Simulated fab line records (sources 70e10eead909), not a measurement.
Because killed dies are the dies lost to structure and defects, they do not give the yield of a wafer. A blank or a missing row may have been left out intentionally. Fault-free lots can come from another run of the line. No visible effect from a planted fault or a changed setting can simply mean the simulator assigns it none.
fab line records -- flow nand-harc
[record] lots = 10, wafers = 30, last-day = 33
route steps=1302 shown A_M1@1183 A_BONDPAD@1220 THIN_TSV@1262 END@1302
lots that met no fault: taken from a fault-free run of the same line
start-h: hours from the record's first day to the start of the lot's first wafer shown -- wait-h: time in hours since the lot's previous step -- " same as the row above -- L1.1+2: a row that stands for several wafers -- - no value, or no start given -- * or withheld: withheld -- < > ~ a bound
route shown NAME@n: NAME is a module with steps in the file, n the number in the route of the first one -- usual: mean/standard deviation taken from wafers without a fault -- same: alike in all rows -- chamber/n: place in a boat -- sites: per-site readings -- _std_site: the values' standard deviation -- _edge_site: the outer-site mean with the inner-site mean subtracted -- radius-mm: how far each site lies from the wafer's centre -- mask NAME#n: copy n -- behind: the last tool/chamber to shape the wafer -- hold: what put the lot on hold/how long, in hours/how the hold closed -- device: which transistor (n, p or np) failed to switch -- end of line: tests run on the same wafers once the route is complete -- a step without rows: its recipe alone -- killed: the dies lost at the first sort to structure and to defects; this is not the yield of the wafer -- map: dies across one wafer; x = killed, . = not, _ = none there
set.NAME: the setting as run; set.NAME@STEP: as run at that earlier step -- model.NAME: the simulator's own value behind a step, which no gauge read
the route's steps for a sample of lots (tables are steps, rows are wafers)
services: from which hour (start-h, from the record's first day; less than 0 if before it) a tool's chamber was out of use, for how many hours, and why
[[steps]]
[step NHARC_A_M1_ETCH_35]
[recipe] target-depth-a = 400, overetch-a = 120, time-s = 43.94, ion-energy-ev = 200, n2-flow-sccm = 150, h2-flow-sccm = 150, ar-flow-sccm = 0, rf-w = 400, bias-w = 150, chemistry = N2/H2
[usual] drypump-motor-current-A = 5.7/0.47, oes-product-au = 1.000/0.013, rf-vpp-V = 432.7/1.5, showerhead-plenum-p-Torr = 2.12/0.049, throttle-valve-pct = 14.171/0.0091
lot.wafer,tool,chamber,start-h,wait-h,drypump-motor-current-A,oes-product-au,rf-hours-counter-h,rf-vpp-V,showerhead-plenum-p-Torr,throttle-valve-pct
L500.3,rie-diel-05,0,524.44,0.1,6.1,0.985,3.8,433.6,2.14,14.166
L500.2,rie-diel-05,3,524.44,0.1,5.9,0.989,3.6,432.8,2.13,14.158
L500.5,rie-diel-05,0,524.44,0.1,6.1,0.986,-,433.2,2.14,14.157
L502.3,rie-diel-05,0,538.25,0.1,6.1,0.984,4.2,432.5,2.14,14.171
L502.6,rie-diel-05,2,538.25,0.1,5.1,0.993,-,433.3,2.14,14.170
L502.5,rie-diel-05,3,538.25,0.1,5.9,0.993,-,431.3,2.14,14.171
L504.3,rie-diel-04,0,573.48,0.1,6.3,1.032,0.6,434.3,2.15,14.171
L504.4,rie-diel-04,1,573.48,0.1,5.3,0.998,1.5,433.0,2.15,14.171
L504.5,rie-diel-04,3,573.48,0.1,6.2,1.001,-,433.9,2.12,14.179
L513.3,rie-diel-04,1,659.73,0.1,5.3,1.003,6.4,433.0,2.15,14.181
L513.4,rie-diel-04,1,659.73,0.1,5.3,0.993,-,432.4,2.15,14.168
L513.6,rie-diel-04,3,659.73,0.1,6.1,1.003,-,432.4,2.12,14.160
L514.2,rie-diel-01,0,660.23,0.1,6.4,1.009,7.3,431.0,2.07,14.191
L514.3,rie-diel-01,1,660.23,0.1,6.1,1.001,6.8,429.5,1.95,14.172
L514.6,rie-diel-01,0,660.23,0.1,6.4,1.008,-,431.7,2.07,14.157
L517.4,rie-diel-05,1,689.93,0.1,5.7,1.003,2.7,430.4,2.07,14.168
L517.3,rie-diel-05,0,689.93,0.1,6.1,0.993,3.2,431.3,2.13,14.170
L517.5,rie-diel-05,1,689.93,0.1,5.7,0.998,-,431.3,2.07,14.168
L519.1,rie-diel-01,2,701.97,0.1,4.9,1.009,7.7,428.9,2.01,14.181
L519.6,rie-diel-01,1,701.97,0.1,6.1,0.993,-,428.2,1.95,14.166
L519.5,rie-diel-01,2,701.97,0.1,4.9,1.007,-,429.4,2.01,14.185
L521.1,rie-diel-04,2,733.14,0.1,5.2,1.029,0.4,433.7,2.19,14.163
L521.4,rie-diel-04,0,733.14,0.1,6.3,1.021,0.4,435.0,2.15,14.165
L521.5,rie-diel-04,2,733.14,0.1,5.2,1.017,-,434.4,2.19,14.171
L523.1,rie-diel-05,2,739.97,0.1,5.0,0.978,4.5,432.3,2.13,14.164
L523.3,rie-diel-05,1,739.97,0.1,5.7,1.015,4.5,431.6,2.07,14.163
L523.5,rie-diel-05,3,739.97,0.1,5.9,0.986,-,432.1,2.13,14.186
L522.4,rie-diel-01,2,744.71,0.1,4.9,1.010,0.0,428.9,2.01,14.165
L522.2,rie-diel-01,1,744.71,0.1,6.2,1.009,0.0,428.5,1.95,14.171
L522.5,rie-diel-01,3,744.71,0.1,5.8,0.995,-,431.4,2.05,14.182
[step NHARC_A_BONDPAD_ETCH_12]
[recipe] target-depth-a = 2200, time-s = 110, chf3-flow-sccm = 50, o2-flow-sccm = 10, ar-flow-sccm = 200, rf-w = 500, bias-w = 200, chemistry = CHF3/O2
[usual] drypump-motor-current-A = 5.8/0.38, oes-product-au = 0.952/0.022, rf-vpp-V = 370.2/2.3, showerhead-plenum-p-Torr = 2.38/0.096, throttle-valve-pct = 20.572/0.0097
lot.wafer,tool,chamber,start-h,wait-h,drypump-motor-current-A,oes-product-au,rf-hours-counter-h,rf-vpp-V,showerhead-plenum-p-Torr,throttle-valve-pct
L500.2,rie-diel-13,2,-,-,5.9,0.952,0,368.4,2.28,20.572
L500.3,rie-diel-13,0,-,-,6.5,0.975,0,373.9,2.54,20.560
L500.5,rie-diel-13,2,-,-,5.9,0.955,-,366.9,2.28,20.580
L502.3,rie-diel-06,0,-,-,5.8,0.932,2,367.4,2.29,20.559
L502.5,rie-diel-06,1,-,-,5.9,0.934,-,368.6,2.33,20.563
L502.6,rie-diel-06,3,-,-,5.4,0.928,-,371.9,2.46,20.555
L504.4,rie-diel-06,3,-,-,5.4,0.958,3,371.4,2.46,20.577
L504.3,rie-diel-06,0,-,-,5.8,0.960,2,368.4,2.29,20.582
L504.5,rie-diel-06,3,-,-,5.4,0.960,-,371.7,2.46,20.556
L513.4,rie-diel-11,0,-,-,5.3,0.995,18,374.2,2.52,20.564
L513.3,rie-diel-11,2,-,-,5.5,0.976,15,368.3,2.27,20.573
L513.6,rie-diel-11,0,-,-,5.3,0.999,-,373.0,2.52,20.557
L514.2,rie-diel-11,2,-,-,5.6,0.944,15,367.3,2.28,20.575
L514.3,rie-diel-11,0,-,-,5.3,0.960,18,374.7,2.52,20.579
L514.6,rie-diel-11,3,-,-,6.3,0.945,-,370.5,2.44,20.593
L517.3,rie-diel-11,3,-,-,6.3,0.995,27,372.2,2.43,20.577
L517.4,rie-diel-11,2,-,-,5.6,0.993,28,368.3,2.27,20.563
L517.5,rie-diel-11,0,-,-,5.3,0.977,-,372.5,2.51,20.584
L519.1,rie-diel-06,3,-,-,5.4,0.971,0,371.1,2.46,20.567
L519.5,rie-diel-06,0,-,-,5.8,0.978,-,368.2,2.29,20.568
L519.6,rie-diel-06,1,-,-,5.9,0.967,-,370.5,2.33,20.577
L521.4,rie-diel-06,0,-,-,5.8,0.975,1,367.3,2.29,20.579
L521.1,rie-diel-06,3,-,-,5.4,0.980,1,372.6,2.46,20.569
L521.5,rie-diel-06,0,-,-,5.8,0.968,-,367.4,2.29,20.572
L523.1,rie-diel-06,3,-,-,5.4,0.929,1,371.7,2.46,20.570
L523.3,rie-diel-06,0,-,-,5.8,0.917,1,366.5,2.29,20.571
L523.5,rie-diel-06,3,-,-,5.4,0.931,-,370.1,2.46,20.585
L522.4,rie-diel-06,2,-,-,6.0,0.924,2,372.8,2.49,20.584
L522.2,rie-diel-06,0,-,-,5.8,0.923,2,368.4,2.29,20.560
L522.5,rie-diel-06,2,-,-,6.0,0.933,-,371.2,2.49,20.577
[step NHARC_A_BONDPAD_PVD_17]
[recipe] target-thk-a = 50, bias-v = 168.6, power-w = 15000, chamber-pressure-pa = 0.12, time-s = 8.06, substrate-temp-c = 50, material = TaN
[usual] throttle-valve-pct = 29.4/0.98
lot.wafer,tool,chamber,start-h,wait-h,throttle-valve-pct
L500.3,pvd-sputter-01,-,-,-,28.2
L500.2,pvd-sputter-01,-,-,-,30.3
L500.5,pvd-sputter-01,-,-,-,28.4
L502.3,pvd-sputter-02,-,-,-,29.6
L502.6,pvd-sputter-02,-,-,-,29.5
L502.5,pvd-sputter-02,-,-,-,30.1
L504.4,pvd-sputter-01,-,-,-,28.4
L504.3,pvd-sputter-01,-,-,-,31.1
L504.5,pvd-sputter-01,-,-,-,28.0
L513.3,pvd-sputter-03,-,-,-,31.0
L513.4,pvd-sputter-03,-,-,-,28.0
L513.6,pvd-sputter-03,-,-,-,31.1
L514.3,pvd-sputter-02,-,-,-,28.9
L514.2,pvd-sputter-02,-,-,-,29.3
L514.6,pvd-sputter-02,-,-,-,29.2
L517.4,pvd-sputter-01,-,-,-,29.5
L517.3,pvd-sputter-01,-,-,-,28.7
L517.5,pvd-sputter-01,-,-,-,29.5
L519.1,pvd-sputter-01,-,-,-,28.7
L519.6,pvd-sputter-01,-,-,-,31.1
L519.5,pvd-sputter-01,-,-,-,29.6
L521.4,pvd-sputter-01,-,-,-,30.9
L521.1,pvd-sputter-01,-,-,-,29.8
L521.5,pvd-sputter-01,-,-,-,31.1
L523.3,pvd-sputter-01,-,-,-,29.3
L523.1,pvd-sputter-01,-,-,-,30.9
L523.5,pvd-sputter-01,-,-,-,29.3
L522.2,pvd-sputter-02,-,-,-,29.0
L522.4,pvd-sputter-02,-,-,-,29.1
L522.5,pvd-sputter-02,-,-,-,28.8
[step NHARC_THIN_TSV_ETCH_44]
[recipe] target-depth-a = 15942, time-s = 797.1, cf4-flow-sccm = 150, o2-flow-sccm = 10, ar-flow-sccm = 0, rf-w = 300, bias-w = 800, chemistry = CF4/O2
[usual] drypump-motor-current-A = 6.0/0.48, oes-product-au = 0.999/0.0096, rf-vpp-V = 794/5, showerhead-plenum-p-Torr = 1.83/0.078, throttle-valve-pct = 16.915/0.0085
lot.wafer,tool,chamber,start-h,wait-h,drypump-motor-current-A,oes-product-au,rf-hours-counter-h,rf-vpp-V,showerhead-plenum-p-Torr,throttle-valve-pct
L500.2,rie-diel-08,1,542.26,0.1,6.6,0.999,8.1,797,1.88,16.920
L500.3,rie-diel-08,2,542.26,0.1,5.4,0.986,7.8,802,1.95,16.914
L500.5,rie-diel-08,1,542.26,0.1,6.5,0.996,-,795,1.88,16.914
L502.3,rie-diel-08,0,558.23,0.1,6.7,1.002,0.2,796,1.86,16.902
L502.5,rie-diel-08,1,558.23,0.1,6.5,1.000,-,797,1.88,16.912
L502.6,rie-diel-08,3,558.23,0.1,5.6,1.006,-,795,1.84,16.909
L504.4,rie-diel-09,3,593.05,0.1,6.3,1.004,4.5,787,1.71,16.925
L504.3,rie-diel-09,0,593.05,0.1,5.5,0.985,3.6,792,1.81,16.927
L504.5,rie-diel-09,3,593.05,0.1,6.3,0.993,-,786,1.71,16.930
L514.2,rie-diel-08,2,681.76,0.1,5.4,0.999,6.2,802,1.95,16.924
L514.3,rie-diel-08,3,681.76,0.1,5.6,1.002,7.0,795,1.84,16.926
L514.6,rie-diel-08,1,681.76,0.1,6.5,0.999,-,797,1.87,16.919
L513.3,rie-diel-12,2,682.92,0.1,5.5,0.999,3.6,788,1.73,16.916
L513.4,rie-diel-12,0,682.92,0.1,6.2,1.020,3.7,792,1.79,16.911
L513.6,rie-diel-12,1,682.92,0.1,5.6,1.003,-,786,1.71,16.918
L517.3,rie-diel-09,0,709.64,0.1,5.5,1.011,1.7,793,1.80,16.918
L517.4,rie-diel-09,1,709.64,0.1,6.3,1.017,1.7,800,1.92,16.916
L517.5,rie-diel-09,0,709.64,0.1,5.5,1.016,-,792,1.80,16.912
L519.1,rie-diel-12,3,723.25,0.1,5.6,1.009,5.5,793,1.82,16.931
L519.6,rie-diel-12,3,723.25,0.1,5.6,1.003,-,794,1.82,16.917
L519.5,rie-diel-12,0,723.25,0.1,6.2,1.007,-,793,1.79,16.913
L521.1,rie-diel-08,2,756.19,0.2,5.4,0.988,1.4,800,1.95,16.923
L521.4,rie-diel-08,3,756.19,0.2,5.6,1.000,1.2,795,1.84,16.905
L521.5,rie-diel-08,1,756.19,0.2,6.6,0.994,-,796,1.87,16.914
L523.1,rie-diel-08,1,760.41,0.1,6.5,1.009,1.5,798,1.87,16.925
L523.3,rie-diel-08,2,760.41,0.1,5.4,0.995,1.6,801,1.95,16.908
L523.5,rie-diel-08,2,760.41,0.1,5.4,0.990,-,801,1.95,16.910
L522.2,rie-diel-08,3,770.81,0.1,5.6,0.998,2.1,794,1.84,16.909
L522.4,rie-diel-08,0,770.81,0.1,6.6,1.001,2.0,796,1.85,16.910
L522.5,rie-diel-08,3,770.81,0.1,5.6,1.003,-,795,1.84,16.909
[step NHARC_END_SORT_01]
[recipe] temp-c = 25
[usual] defect-limited-yield = 91.5/2.9, killed-at-array = 53/20, killed-at-other = 1/1.2, killed-at-periphery = 3.7/2.6, killed-dies = 58/20, killed-open = 3.5/1.8, killed-short = 2.4/1.7, sort_bin_2_pct = 3.1/1.3, sort_bin_3_pct = 0.6/0.4, sort_bin_4_pct = 4.9/1.7, sort-n-pass = 619/20, sort-rim-yield-pct = 92/4, sort-yield-pct = 91.5/2.9
[same] gross-dies = 677, sort_bin_5_pct[%] = 0, sort_bin_6_pct[%] = 0, sort_bin_7_pct[%] = 0, sort_bin_8_pct[%] = 0, sort-rim-n-gross = 106.00
lot.wafer,tool,chamber,start-h,wait-h,defect-limited-yield[%],killed-at-array,killed-at-other,killed-at-periphery,killed-dies,killed-open,killed-short,sort_bin_2_pct[%],sort_bin_3_pct[%],sort_bin_4_pct[%],sort-n-pass,sort-rim-yield-pct[%],sort-yield-pct[%]
L513.3,prober-01,0,705.94,3.1,91.7,53,0,3,56,2,1,2.5,1.2,4.6,621,92,91.7
L513.4,prober-01,0,706.75,3.4,88.5,68,1,9,78,4,2,4.7,0.7,6.1,599,94,88.5
L513.6,prober-01,0,708.37,4.0,77.5,151,1,0,152,2,3,9.0,4.1,9.3,525,96,77.5
// killed by level:class
L513.3 A_CHANNEL_HOLE_D1:chamber-film-flake=32 A_CHANNEL_HOLE_D2:chamber-film-flake=9 A_SLIT:chamber-film-flake=5 A_CHANNEL_FILL_D1:chamber-film-flake=2 P_M0:geometric-particle:open=1 A_CHANNEL_FILL_D1:geometric-particle:open=1 A_WL_FILL:geometric-particle:short=1 P_CONTACT:chamber-film-flake=1
L513.4 A_CHANNEL_HOLE_D1:chamber-film-flake=32 A_CHANNEL_HOLE_D2:chamber-film-flake=22 A_SLIT:chamber-film-flake=7 P_ZERO_WELL:chamber-film-flake=3 A_CHANNEL_FILL_D1:geometric-particle:open=2 P_GATE:chamber-film-flake=2 P_CONTACT:geometric-particle:open=1 P_M0:geometric-particle:open=1
L513.6 A_M1:unspecified=88 A_CHANNEL_HOLE_D1:chamber-film-flake=32 A_CHANNEL_HOLE_D2:chamber-film-flake=18 A_SLIT:chamber-film-flake=5 A_SOURCE_PLATE:geometric-particle:open=1 A_CHANNEL_FILL_D1:geometric-particle:short=1 A_DECK1_JOINT:geometric-particle:short=1 A_ONON_D2:geometric-particle:open=1
[[services]]
tool,chamber,start-h,hours,kind
rie-diel-05,1,524.30,3.1,repair
rie-diel-04,-,531.90,9.0,pm
pvd-sputter-02,-,533.43,6.7,repair
rie-diel-06,2,535.45,16.6,repair
rie-diel-01,0,541.97,4.3,repair
rie-diel-08,-,544.89,9.0,pm
rie-diel-01,-,557.99,9.0,pm
pvd-sputter-02,-,572.80,15.3,repair
rie-diel-06,1,580.03,2.5,repair
rie-diel-05,-,583.60,9.0,pm
pvd-sputter-01,-,588.01,10.0,pm
rie-diel-06,0,609.37,13.0,repair
rie-diel-06,1,620.56,7.1,repair
rie-diel-05,3,625.38,7.8,repair
pvd-sputter-01,-,642.25,21.2,repair
rie-diel-05,-,650.77,0.2,repair
rie-diel-06,-,661.21,9.0,pm
rie-diel-05,2,693.39,3.1,repair
rie-diel-05,0,713.15,4.1,repair
rie-diel-08,-,721.89,9.0,pm
rie-diel-08,-,742.80,0.5,repair
pvd-sputter-01,-,747.46,3.6,repair
rie-diel-05,-,760.60,9.0,pm
pvd-sputter-01,-,766.01,10.0,pm
[[key]]
[first-sign] step = NHARC_END_SORT_01, reading = killed-at-array, direction = up, sigmas = 5, usual = 53, struck = 151
[effect] step = NHARC_END_SORT_01, reading = killed-dies, direction = up, sigmas = 4.7, usual = 58, struck = 152
[more-kills-born-at] NHARC_A_M1_ETCH_35@rie-diel-04 = 88
met-at NHARC_A_M1_ETCH_35
struck-lots L513
struck-wafers L513.6
not-acting-at NHARC_A_BONDPAD_ETCH_12,NHARC_A_BONDPAD_PVD_17,NHARC_THIN_TSV_ETCH_44
onset-between 573.48 659.73
[fault] kind = chamber-particle-source, tool = rie-diel-04, chamber = 3, onset-h = 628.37, steps = NHARC_A_M1_ETCH_35, rate-per-visit-cm2 = 0.93464, end-h = 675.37
